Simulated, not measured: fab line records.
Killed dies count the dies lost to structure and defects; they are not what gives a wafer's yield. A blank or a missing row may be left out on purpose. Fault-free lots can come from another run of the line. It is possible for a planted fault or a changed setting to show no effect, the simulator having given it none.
fab line records	flow n5-finfet
record lots=7	wafers=21
route steps=1938 shown BEOL_M9@1431 BEOL_M10@1470 BEOL_M11@1573 BEOL_M12@1608
start-h: the number of hours between the record's first day and the start of the first shown wafer of the lot	wait-h: hours elapsed since this lot's preceding step	" identical to the entry in the row above	L1.1+2: one row covering several wafers at once	- either no value or no given start	* or withheld: withheld	< > ~ a bound
route shown NAME@n: a module of which the file shows steps, and the number in the route of the first	usual: mean/standard deviation taken from wafers without a fault	same: alike in all rows	chamber/n: place in a boat	sites: readings site by site	_std_site: their standard deviation	_edge_site: mean of outer sites minus mean of inner sites	radius-mm: how far each site lies from the wafer's centre	mask NAME#n: copy n	behind: tool/chamber where the wafer was last shaped	hold: the reason the lot was held/the length of the hold in hours/how it ended	device: the n, p or np transistor that did not switch	end of line: the tests these same wafers got at the end of their route	where a step has no rows: the recipe by itself	killed: not the wafer's yield, but the dies lost to structure and defects at the first sort	map: a wafer's dies, x killed, . not, _ none there
set.NAME: the setting that was run; set.NAME@STEP: the one run at that earlier step	model.NAME: the simulator's own value behind a step, which no gauge read
lots where settings were altered on purpose, with a table for each step and a row for each wafer
## steps
# step N5_BEOL_M9_EXPOSE_25
# recipe mask-id=V8	na=0.33	source-shape=annular	sigma-inner=0.4	sigma-outer=0.8	polarization=unpolarized	dose-mj=37.25
lot.wafer	tool	chamber	start-h	wait-h	mask	set.dose-mj
L075.2	euv-scanner-01	0	226.92	-	V8#0	35.93
L075.4+5	"	0	"	"	V8#0	37.25
L081.4+5	euv-scanner-02	0	259.88	-	V8#0	38.84
L081.6	"	0	"	"	V8#0	37.25
L082.2+6	euv-scanner-01	0	267.66	-	V8#0	37.25
L082.3	"	0	"	"	V8#0	38.73
L088.2+5+6	euv-scanner-02	0	295.38	-	V8#0	37.25
L085.1+2+5	euv-scanner-02	0	295.41	-	V8#0	35.97
L093.2+4+6	euv-scanner-02	0	329.92	-	V8#0	37.25
L095.1+3+4	euv-scanner-01	0	349.21	-	V8#0	37.25
# step N5_BEOL_M9_PEB_26
# recipe peb-temp-c=100	peb-time-s=60	resist=CAR-EUV
# step N5_BEOL_M9_DEVELOP_27
# recipe develop-time-s=30	developer=TMAH	resist=CAR-EUV	rinse-liquid=surfactant-rinse	dry=air-spin	dev-temp-c=23
# step N5_BEOL_M9_CD_MEAS_28
# recipe target-cd-nm=70	landing-energy-ev=500	detector=se-inlens	polarity=opening
# usual cd-nm=69.99/0.23
lot.wafer	tool	chamber	start-h	wait-h	set.dose-mj@BEOL_M9_EXPOSE_25	cd-nm
L075.2	cd-sem-03	0	227.04	-	35.93	69.30
L075.4	"	0	"	"	37.25	70.19
L075.5	"	0	"	"	37.25	69.86
L081.4	cd-sem-01	0	259.99	-	38.84	70.90
L081.5	"	0	"	"	38.84	70.92
L081.6	"	0	"	"	37.25	69.77
L082.2	cd-sem-01	0	267.79	-	37.25	70.07
L082.3	"	0	"	"	38.73	71.34
L082.6	"	0	"	"	37.25	70.23
L088.2	cd-sem-01	0	295.50	-	37.25	69.60
L088.5	"	0	"	"	37.25	69.87
L088.6	"	0	"	"	37.25	70.30
L085.1	cd-sem-02	0	295.54	-	35.97	69.19
L085.2	"	0	"	"	35.97	69.04
L085.5	"	0	"	"	35.97	69.01
L093.2	cd-sem-01	0	330.05	-	37.25	70.31
L093.4	"	0	"	"	37.25	69.62
L093.6	"	0	"	"	37.25	69.75
L095.1	cd-sem-03	0	349.34	-	37.25	69.91
L095.3	"	0	"	"	37.25	70.04
L095.4	"	0	"	"	37.25	70.18
# step N5_BEOL_M9_ETCH_66
# recipe chemistry=N2/H2	target=SOC	target-depth-a=800	overetch-a=160	mask-material=SiARC	temp-c=40	time-s=120	ion-energy-ev=200	pressure-mtorr=30	source-w=840	bias-w=150	n2-flow-sccm=200	h2-flow-sccm=200
# usual rf-vpp-V=524.3/2.7
lot.wafer	tool	chamber	start-h	wait-h	set.bias-w	rf-vpp-V	model.SiARC_of_BEOL_M9_COAT_64.thk-nm
L075.2	rie-diel-03	0	228.08	0.0	150	521.9	6.4
L075.4	"	2	"	"	150	523.5	6.4
L075.5	"	1	"	"	137.9	498.2	7
L081.4	rie-diel-04	0	260.23	0.0	170.1	570.0	5.6
L081.5	"	3	"	"	150	519.1	6.4
L081.6	"	1	"	"	150	525.1	6.4
L082.2	rie-diel-04	0	267.99	0.0	150	526.2	6.4
L082.3	"	2	"	"	150	522.8	6.4
L082.6	"	1	"	"	157	541.0	5.8
L088.2	rie-diel-03	1	295.70	0.0	130.9	482.8	7.2
L088.5	"	0	"	"	130.9	478.0	7.4
L088.6	"	1	"	"	150	524.8	6.4
L085.1	rie-diel-01	3	296.03	0.0	150	519.9	6.2
L085.2	"	1	"	"	167.5	563.3	5.4
L085.5	"	1	"	"	167.5	563.3	5.4
L093.2	rie-diel-01	1	330.26	0.0	150	526.1	6.2
L093.4	"	0	"	"	150	527.8	6.4
L093.6	"	2	"	"	150	522.6	6.2
L095.1	rie-diel-03	2	349.54	0.0	134.4	488.3	7.2
L095.3	"	3	"	"	134.4	491.4	7.2
L095.4	"	1	"	"	150	526.7	6.6
# step N5_BEOL_M10_ILD_DEP_00
# recipe material=SiCOH_lowk	target-thk-a=3085.1	temp-c=300	precursor=DEMS/porogen	pressure-torr=5	rf-w=500	time-s=58
lot.wafer	tool	chamber	start-h	wait-h	set.time-s	model.SiCOH_lowk_of_BEOL_M10_ILD_DEP_00.thk-nm
L075.2	pecvd-03	2	231.89	0.0	60.75	321.6
L075.4	"	0	"	"	58	310.8
L075.5	"	2	"	"	60.75	324.4
L081.4	pecvd-03	0	263.11	0.1	63.96	344.8
L081.5	"	1	"	"	58	310
L081.6	"	2	"	"	58	309.8
L082.2	pecvd-03	1	271.85	0.0	64.29	338.2
L082.3	"	0	"	"	58	306.6
L082.6	"	0	"	"	58	313.2
L085.1	pecvd-04	2	299.22	0.0	58	305.8
L085.2	"	1	"	"	58	307.6
L085.5	"	0	"	"	54.84	295
L088.2	pecvd-04	2	299.57	0.0	64.94	342.8
L088.5	"	1	"	"	64.94	345
L088.6	"	0	"	"	58	309.2
L093.2	pecvd-03	2	333.37	0.0	58	310.2
L093.4	"	1	"	"	58	315
L093.6	"	0	"	"	58	313.2
L095.1	pecvd-03	1	352.89	0.0	64.93	344.2
L095.3	"	2	"	"	58	309.8
L095.4	"	2	"	"	64.93	345.8
# step N5_BEOL_M10_CURE_71
# recipe temp-c=385	time-s=240	ambient=He/Ar	material=SiCOH_lowk
lot.wafer	tool	chamber	start-h	wait-h	set.time-s@BEOL_M10_ILD_DEP_00	model.SiCOH_lowk_of_BEOL_M10_ILD_DEP_00.thk-nm
L075.2	uv-cure-03	2	232.05	0.1	60.75	279.6
L075.4	"	2	"	"	58	270.2
L075.5	"	2	"	"	60.75	282
L081.4	uv-cure-03	1	263.40	0.3	63.96	300
L081.5	"	1	"	"	58	269.4
L081.6	"	1	"	"	58	269.2
L082.2	uv-cure-01	2	272.01	0.1	64.29	294.2
L082.3	"	2	"	"	58	266.4
L082.6	"	2	"	"	58	272.2
L085.1	uv-cure-01	1	299.35	0.1	58	265.6
L085.2	"	1	"	"	58	267.2
L085.5	"	1	"	"	54.84	256
L088.2	uv-cure-01	0	300.39	0.8	64.94	298.4
L088.5	"	0	"	"	64.94	300.4
L088.6	"	0	"	"	58	268.6
L093.2	uv-cure-02	2	333.61	0.2	58	269.4
L093.4	"	2	"	"	58	273.6
L093.6	"	2	"	"	58	272.2
L095.1	uv-cure-02	1	352.96	0.0	64.93	299.6
L095.3	"	1	"	"	58	269.2
L095.4	"	1	"	"	64.93	301
# step N5_BEOL_M10_THK_MEAS_01
# recipe reads=SiCOH_lowk_of_BEOL_M10_ILD_DEP_00
# usual M10_ILD_THK=268/3.1
lot.wafer	tool	chamber	start-h	wait-h	set.time-s@BEOL_M10_ILD_DEP_00	M10_ILD_THK[nm]
L075.2	film-metro-02	-	232.48	0.4	60.75	280
L075.4	"	-	"	"	58	270
L075.5	"	-	"	"	60.75	282
L081.4	film-metro-02	-	263.67	0.2	63.96	300
L081.5	"	-	"	"	58	269
L081.6	"	-	"	"	58	269
L082.2	film-metro-01	-	272.44	0.4	64.29	294
L082.3	"	-	"	"	58	266
L082.6	"	-	"	"	58	272
L085.1	film-metro-02	-	300.34	0.8	58	266
L085.2	"	-	"	"	58	267
L085.5	"	-	"	"	54.84	256
L088.2	film-metro-02	-	300.82	0.4	64.94	298
L088.5	"	-	"	"	64.94	300
L088.6	"	-	"	"	58	269
L093.2	film-metro-01	-	334.44	0.7	58	269
L093.4	"	-	"	"	58	274
L093.6	"	-	"	"	58	272
L095.1	film-metro-01	-	353.48	0.4	64.93	300
L095.3	"	-	"	"	58	269
L095.4	"	-	"	"	64.93	301
# step N5_BEOL_M10_PECVD_70
# recipe material=SiO2	target-thk-a=200	temp-c=400	precursor=TEOS/O2	pressure-torr=5.5	rf-w=450	teos-flow-sccm=53.8	gas=O2	flow-sccm=3000	time-s=22.7
lot.wafer	tool	chamber	start-h	wait-h	set.temp-c	model.SiO2_of_BEOL_M10_PECVD_70.thk-nm
L075.2	pecvd-02	2	232.52	0.0	400	19.8
L075.4	"	1	"	"	400	20.4
L075.5	"	2	"	"	400	20.2
L081.4+5	pecvd-03	0,2	263.72	0.1	400	20
L081.6	"	1	"	"	400	20.2
L082.2+3	pecvd-03	2,0	272.48	0.0	400	19.6
L082.6	"	1	"	"	400	19.8
L085.1	pecvd-02	1	300.38	0.0	383.2	22
L085.2	"	0	"	"	400	20
L085.5	"	1	"	"	383.2	22.8
L088.2+6	pecvd-02	1,0	300.86	0.0	400	20
L088.5	"	1	"	"	400	20.4
L093.2+4	pecvd-04	1,2	334.48	0.0	400	20
L093.6	"	0	"	"	400	20.4
L095.1	pecvd-04	0	353.51	0.0	405.9	19.2
L095.3	"	2	"	"	400	19.8
L095.4	"	0	"	"	405.9	19.8
# step N5_BEOL_M10_HM_DEP_02
# recipe material=TiN	target-thk-a=200	temp-c=25	chamber-pressure-pa=0.49996
# step N5_BEOL_M10_COAT_59
# recipe resist=SOC	temp-c=250	time-s=60	spin-rpm=1500	resist-thk-nm=100
# step N5_BEOL_M10_STRIP_77
# recipe chemistry=N2/H2	time-s=10	power-w=450	temp-c=40	pressure-mtorr=20	rf-frequency-hz=6e+07	bias-power-w=7	n2-flow-sccm=200	h2-flow-sccm=200
# step N5_BEOL_M10_HM_STRIP_39
# recipe chemistry=peroxide-tin-strip	material=TiN	target-depth-a=250	temp-c=50	time-s=158
lot.wafer	tool	chamber	start-h	wait-h	set.temp-c@BEOL_M10_PECVD_70	model.SiO2_of_BEOL_M10_PECVD_70.thk-nm
L075.2	wet-bench-03	0	236.57	0.0	400	19.6
L075.4	"	1	"	"	400	20.4
L075.5	"	6	"	"	400	20
L081.4+5	wet-bench-03	2,7	268.28	0.0	400	19.8
L081.6	"	0	"	"	400	20
L082.2	wet-bench-06	7	278.68	0.0	400	19.4
L082.3+6	"	0,1	"	"	400	19.6
L085.1	wet-bench-01	7	303.40	0.0	383.2	22
L085.2	"	0	"	"	400	19.8
L085.5	"	4	"	"	383.2	22.6
L088.2	wet-bench-01	1	305.76	0.0	400	19.8
L088.5	"	7	"	"	400	20.4
L088.6	"	2	"	"	400	20
L093.2+4	wet-bench-01	7,0	340.25	0.0	400	20
L093.6	"	4	"	"	400	20.2
L095.1	wet-bench-01	6	356.62	0.0	405.9	19
L095.3	"	2	"	"	400	19.6
L095.4	"	4	"	"	405.9	19.6
# step N5_BEOL_M11_ETCH_66
# recipe chemistry=N2/H2	target=SOC	target-depth-a=1200	overetch-a=240	mask-material=SiARC	temp-c=40	time-s=180	ion-energy-ev=200	pressure-mtorr=30	source-w=840	bias-w=150	n2-flow-sccm=200	h2-flow-sccm=200
lot.wafer	tool	chamber	start-h	wait-h	set.time-s	model.SiARC_of_BEOL_M11_COAT_64.thk-nm
L075.2+5	rie-diel-04	2,3	243.15	0.0	180	22.8
L075.4	"	0	"	"	149.8	24
L081.4+6	rie-diel-04	3	277.93	0.0	180	22.8
L081.5	"	0	"	"	163	23.6
L082.2	rie-diel-03	2	285.31	0.0	192.8	22
L082.3	"	0	"	"	180	22.6
L082.6	"	0	"	"	192.8	22.2
L085.1	rie-diel-01	3	312.40	0.0	180	22.4
L085.2	"	2	"	"	208.1	21.2
L085.5	"	0	"	"	180	22.6
L088.2	rie-diel-03	3	312.69	0.0	180	22.8
L088.5+6	"	3,2	"	"	204.4	21.8
L093.2	rie-diel-04	0	346.94	0.0	180	23
L093.4+6	"	1	"	"	180	22.6
L095.1	rie-diel-03	2	367.53	0.0	191	22.4
L095.3+4	"	1,0	"	"	191	22.6
# step N5_BEOL_M11_TRENCH_ETCH_37
# recipe chemistry=C4F6/O2	target-depth-a=1488.3	target=SiCOH_lowk	time-s=48	ion-energy-ev=250	pressure-mtorr=30	source-w=345	bias-w=185	Ar_flow_sccm=300	C4F6_flow_sccm=10	O2_flow_sccm=10
lot.wafer	tool	chamber	start-h	wait-h	set.time-s	model.BEOL_M11.feature-depth-nm	model.etch.depth-nm
L075.2	rie-diel-04	2	-	-	57.17	176.2	176.1
L075.4	"	0	"	"	57.17	177.2	177.3
L075.5	"	3	"	"	57.17	176	175.9
L081.4	rie-diel-04	3	-	-	48	147.6	147.6
L081.5	"	0	"	"	48	146.6	146.7
L081.6	"	3	"	"	48	149.2	149.2
L082.2	rie-diel-03	2	-	-	44.45	136.2	136.2
L082.3	"	0	"	"	44.45	136.2	136.3
L082.6	"	0	"	"	48	148	147.9
L085.1	rie-diel-01	3	-	-	48	149.8	149.8
L085.2	"	2	"	"	53.91	171.8	171.8
L085.5	"	0	"	"	48	149.8	149.7
L088.2+6	rie-diel-03	3,2	-	-	48	148.4	148.4
L088.5	"	3	"	"	52.3	162.4	162.4
L093.2	rie-diel-04	0	-	-	48	148.2	148.1
L093.4	"	1	"	"	48	152.8	152.8
L093.6	"	1	"	"	48	153.2	153.1
L095.1	rie-diel-03	2	-	-	48	146.2	146.2
L095.3	"	1	"	"	52.25	158.2	158.2
L095.4	"	0	"	"	52.25	159.6	159.5
# step N5_BEOL_M11_ETCH_41
# recipe chemistry=CH3F/O2	target=SiCN	target-depth-a=426	taper-deg=2	time-s=86	ion-energy-ev=120	mask-material=TiN	pressure-mtorr=30	source-w=395	bias-w=75	Ar_flow_sccm=150	CH3F_flow_sccm=30	O2_flow_sccm=20
# step N5_BEOL_M11_STRIP_77
# recipe chemistry=N2/H2	time-s=10	power-w=450	temp-c=40	pressure-mtorr=20	rf-frequency-hz=6e+07	bias-power-w=7	n2-flow-sccm=200	h2-flow-sccm=200
# step N5_BEOL_M11_OCD_MEAS_38
# usual trench-depth-nm=149.0/1.8
lot.wafer	tool	chamber	start-h	wait-h	set.time-s@BEOL_M11_TRENCH_ETCH_37	trench-depth-nm
L075.2	ocd-01	-	243.56	-	57.17	176.2
L075.4	"	-	"	"	57.17	177.5
L075.5	"	-	"	"	57.17	175.9
L081.4	ocd-01	-	278.34	-	48	147.7
L081.5	"	-	"	"	48	147.1
L081.6	"	-	"	"	48	149.3
L082.2	ocd-01	-	285.72	-	44.45	136.4
L082.3	"	-	"	"	44.45	135.7
L082.6	"	-	"	"	48	148.5
L085.1	ocd-01	-	312.80	-	48	149.6
L085.2	"	-	"	"	53.91	171.6
L085.5	"	-	"	"	48	150.0
L088.2	ocd-01	-	313.10	-	48	148.4
L088.5	"	-	"	"	52.3	162.8
L088.6	"	-	"	"	48	148.6
L093.2	ocd-01	-	347.35	-	48	147.8
L093.4	"	-	"	"	48	152.7
L093.6	"	-	"	"	48	152.6
L095.1	ocd-01	-	367.94	-	48	146.1
L095.3	"	-	"	"	52.25	158.1
L095.4	"	-	"	"	52.25	159.5
# step N5_BEOL_M11_CMP_52
# recipe stop-on=SiCOH_lowk	t-overpolish-s=7	down-force-psi=1	platen-rpm=50	clearing-platen-down-force-psi=1.5	clearing-platen-rpm=50	post-cmp-clean=cu-alkaline	target-thk-nm=140	clearing-platen-pad-velocity-m-s=0.99484	pad-velocity-m-s=0.99484
lot.wafer	tool	chamber	start-h	wait-h	set.platen-rpm	set.time-s@BEOL_M11_TRENCH_ETCH_37	model.Cu_of_BEOL_M11_ECD_50.thk-nm
L075.4	cmp-04	1	246.64	0.2	49.51	57.17	167
L075.2	"	3	"	"	49.51	57.17	164.6
L075.5	"	1	"	"	50	57.17	164.6
L081.4	cmp-02	2	280.52	0.1	50	48	138
L081.6	"	2	"	"	50	48	140.8
L081.5	"	3	"	"	50	48	137.8
L082.3	cmp-03	0	288.07	0.2	49.39	44.45	127.2
L082.2	"	2	"	"	50	44.45	127.2
L082.6	"	0	"	"	50	48	138.6
L085.2	cmp-02	0	315.16	0.3	50	53.91	161.8
L085.1	"	1	"	"	50	48	138.8
L085.5	"	1	"	"	51.16	48	138.6
L088.2	cmp-02	2	315.63	0.2	50	48	139.6
L088.6	"	1	"	"	50	48	139.8
L088.5	"	2	"	"	49.33	52.3	153
L093.4	cmp-04	0	349.70	0.1	50	48	143
L093.2	"	3	"	"	50	48	138.2
L093.6	"	1	"	"	50	48	144
L095.1	cmp-03	2	369.77	0.3	50	48	138.4
L095.3	"	3	"	"	50.82	52.25	149.4
L095.4	"	0	"	"	50.82	52.25	152.8
# step N5_BEOL_M12_EXPOSE_07
# recipe mask-id=V11	na=0.93	source-shape=conventional	sigma-outer=0.6	polarization=unpolarized	attpsm-phase-deg=180	dose-mj=32.5
lot.wafer	tool	chamber	start-h	wait-h	mask	set.dose-mj
L075.2	krf-scanner-01	0	247.52	-	V11#0	32.5
L075.4+5	"	0	"	"	V11#0	33.11
L081.4+5	krf-scanner-01	0	281.41	-	V11#0	34.59
L081.6	"	0	"	"	V11#0	32.5
L082.2+3+6	krf-scanner-02	0	288.91	-	V11#0	32.5
L085.1+2+5	krf-scanner-02	0	316.04	-	V11#0	32.5
L088.2+5	krf-scanner-01	0	316.47	-	V11#0	32.5
L088.6	"	0	"	"	V11#0	34.02
L093.2+4+6	krf-scanner-01	0	350.45	-	V11#0	32.5
L095.1+3+4	krf-scanner-01	0	370.80	-	V11#0	32.5
# step N5_BEOL_M12_PEB_08
# recipe peb-temp-c=130	peb-time-s=90
# step N5_BEOL_M12_DEVELOP_09
# recipe develop-time-s=45	rinse-liquid=diw	dry=air-spin	dev-temp-c=21
# step N5_BEOL_M12_HARDBAKE_14
# recipe temp-c=130	time-s=120
# step N5_BEOL_M12_CD_MEAS_10
# recipe target-cd-nm=140	landing-energy-ev=500	detector=se-inlens	polarity=opening
# usual cd-nm=140.1/1.4
lot.wafer	tool	chamber	start-h	wait-h	set.dose-mj@BEOL_M12_EXPOSE_07	cd-nm
L075.2	cd-sem-02	0	247.68	-	32.5	140.7
L075.4	"	0	"	"	33.11	143.7
L075.5	"	0	"	"	33.11	143.1
L081.4	cd-sem-02	0	281.57	-	34.59	146.3
L081.5	"	0	"	"	34.59	146.2
L081.6	"	0	"	"	32.5	139.1
L082.2	cd-sem-02	0	289.07	-	32.5	139.8
L082.3	"	0	"	"	32.5	138.5
L082.6	"	0	"	"	32.5	139.1
L085.1	cd-sem-03	0	316.21	-	32.5	140.5
L085.2	"	0	"	"	32.5	140.0
L085.5	"	0	"	"	32.5	140.2
L088.2	cd-sem-03	0	316.64	-	32.5	139.7
L088.5	"	0	"	"	32.5	139.6
L088.6	"	0	"	"	34.02	145.7
L093.2	cd-sem-03	0	350.62	-	32.5	139.1
L093.4	"	0	"	"	32.5	138.8
L093.6	"	0	"	"	32.5	139.3
L095.1	cd-sem-03	0	370.97	-	32.5	140.6
L095.3	"	0	"	"	32.5	139.1
L095.4	"	0	"	"	32.5	139.6
# step N5_BEOL_M12_STRIP_71
# recipe chemistry=post-etch-residue-remover	time-s=60	temp-c=25	remover-ph=withheld	remover-water-wt-pct=withheld	remover-fluoride-wt-pct=withheld
# step N5_BEOL_M12_SRD_72
# recipe time-s=30	temp-c=23	rinse-liquid=diw	dry=n2-spin	spin-rpm=1500	dry-time-s=30
# step N5_BEOL_M12_CD_MEAS_17
# recipe target-cd-nm=140	polarity=opening
# usual cd-nm=140.6/1.5
lot.wafer	tool	chamber	start-h	wait-h	set.dose-mj@BEOL_M12_EXPOSE_07	cd-nm
L075.2	cd-sem-02	-	248.54	0.0	32.5	141.6
L075.4	"	-	"	"	33.11	143.5
L075.5	"	-	"	"	33.11	144.0
L081.4	cd-sem-01	-	282.26	0.0	34.59	146.1
L081.5	"	-	"	"	34.59	145.4
L081.6	"	-	"	"	32.5	140.0
L082.2	cd-sem-03	-	289.67	0.0	32.5	141.3
L082.3	"	-	"	"	32.5	139.0
L082.6	"	-	"	"	32.5	140.6
L085.1	cd-sem-02	-	316.79	0.0	32.5	140.9
L085.2	"	-	"	"	32.5	140.1
L085.5	"	-	"	"	32.5	140.6
L088.2	cd-sem-03	-	317.22	0.0	32.5	140.2
L088.5	"	-	"	"	32.5	140.2
L088.6	"	-	"	"	34.02	145.3
L093.2	cd-sem-01	-	351.21	0.0	32.5	140.4
L093.4	"	-	"	"	32.5	140.6
L093.6	"	-	"	"	32.5	141.0
L095.1	cd-sem-03	-	371.58	0.0	32.5	141.3
L095.3	"	-	"	"	32.5	140.7
L095.4	"	-	"	"	32.5	140.7
## key
split step=N5_BEOL_M9_EXPOSE_25	setting=dose-mj	stated=37.25	by=wafer
response step=N5_BEOL_M9_CD_MEAS_28	reading=cd-nm	change=+0.262	per=1%	r=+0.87
split step=N5_BEOL_M9_ETCH_66	setting=bias-w	stated=150	by=wafer
response step=N5_BEOL_M9_ETCH_66	reading=rf-vpp-V	change=+3.52	per=1%	r=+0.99
response step=N5_BEOL_M9_ETCH_66	reading=model.SiARC_of_BEOL_M9_COAT_64.thk-nm	change=-0.0675	per=1%	r=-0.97
split step=N5_BEOL_M10_ILD_DEP_00	setting=time-s	stated=58	by=wafer
response step=N5_BEOL_M10_ILD_DEP_00	reading=model.SiCOH_lowk_of_BEOL_M10_ILD_DEP_00.thk-nm	change=+2.89	per=1%	r=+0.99
response step=N5_BEOL_M10_CURE_71	reading=model.SiCOH_lowk_of_BEOL_M10_ILD_DEP_00.thk-nm	change=+2.55	per=1%	r=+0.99
response step=N5_BEOL_M10_THK_MEAS_01	reading=M10_ILD_THK	change=+2.55	per=1%	r=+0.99
split step=N5_BEOL_M10_PECVD_70	setting=temp-c	stated=400	by=wafer
response step=N5_BEOL_M10_PECVD_70	reading=model.SiO2_of_BEOL_M10_PECVD_70.thk-nm	change=-0.531	per=1%	r=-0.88
response step=N5_BEOL_M10_HM_STRIP_39	reading=model.SiO2_of_BEOL_M10_PECVD_70.thk-nm	change=-0.552	per=1%	r=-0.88
split step=N5_BEOL_M11_ETCH_66	setting=time-s	stated=180	by=wafer
response step=N5_BEOL_M11_ETCH_66	reading=model.SiARC_of_BEOL_M11_COAT_64.thk-nm	change=-0.0767	per=1%	r=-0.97
split step=N5_BEOL_M11_TRENCH_ETCH_37	setting=time-s	stated=48	by=wafer
response step=N5_BEOL_M11_TRENCH_ETCH_37	reading=model.BEOL_M11.feature-depth-nm	change=+1.63	per=1%	r=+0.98
response step=N5_BEOL_M11_TRENCH_ETCH_37	reading=model.etch.depth-nm	change=+1.63	per=1%	r=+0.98
response step=N5_BEOL_M11_OCD_MEAS_38	reading=trench-depth-nm	change=+1.65	per=1%	r=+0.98
response step=N5_BEOL_M11_CMP_52	reading=model.Cu_of_BEOL_M11_ECD_50.thk-nm	change=+1.64	per=1%	r=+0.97
split step=N5_BEOL_M11_CMP_52	setting=platen-rpm	stated=50	by=wafer
response none clear
split step=N5_BEOL_M12_EXPOSE_07	setting=dose-mj	stated=32.5	by=wafer
response step=N5_BEOL_M12_CD_MEAS_10	reading=cd-nm	change=+1.18	per=1%	r=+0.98
response step=N5_BEOL_M12_CD_MEAS_17	reading=cd-nm	change=+0.969	per=1%	r=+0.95
